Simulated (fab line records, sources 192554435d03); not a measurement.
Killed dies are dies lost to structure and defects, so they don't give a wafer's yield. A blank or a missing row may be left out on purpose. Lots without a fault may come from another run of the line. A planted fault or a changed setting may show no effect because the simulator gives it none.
Chamber matching | flow n5_finfet | N5_BEOL_M9_STRIP_19 on rie_diel-05: 4 sister chambers
The step strips in O2. 4 wafers are shown with their chamber, then 7 later ones without.

WAFERS WITH THEIR CHAMBER
wafer  | chamber | oes_product_au (a.u.)
L441.4 | 2       | 0.84
L442.6 | 0       | 0.69
L444.1 | 1       | 0.99
L444.3 | 3       | 0.71

WAFERS WITHOUT THEIR CHAMBER
wafer  | oes_product_au (a.u.)
L444.5 | 0.84
L450.2 | 0.68
L450.3 | 0.81
L450.5 | 0.69
L453.2 | 0.69
L453.3 | 0.93
L453.6 | 0.69

WHICH CHAMBER EACH WENT THROUGH
wafer  | from the rows above     | in truth
L444.5 | 2                       | 2
L450.2 | can't be placed: 0 or 3 | 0
L450.3 | 2                       | 2
L450.5 | can't be placed: 0 or 3 | 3
L453.2 | can't be placed: 0 or 3 | 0
L453.3 | can't be placed: 1 or 2 | 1
L453.6 | can't be placed: 0 or 3 | 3
Placed correctly: 2 of 7. Can't be placed from these rows: 5 (the true chamber is among the candidates in 5). Placed wrongly: 0.
How it was worked out, from the rows above alone: a wafer's distance from a chamber is the root of the sum, over the readings, of the square of ((its reading less the chamber's mean) divided by the reading's scatter). The wafer belongs to the nearest chamber; if the next one is less than 2 further off, it can't be placed. A chamber's mean is the mean of its shown wafers. The scatter: with one shown wafer a chamber, the root of the mean of the squares of how far each hidden wafer lies from its nearest shown one.
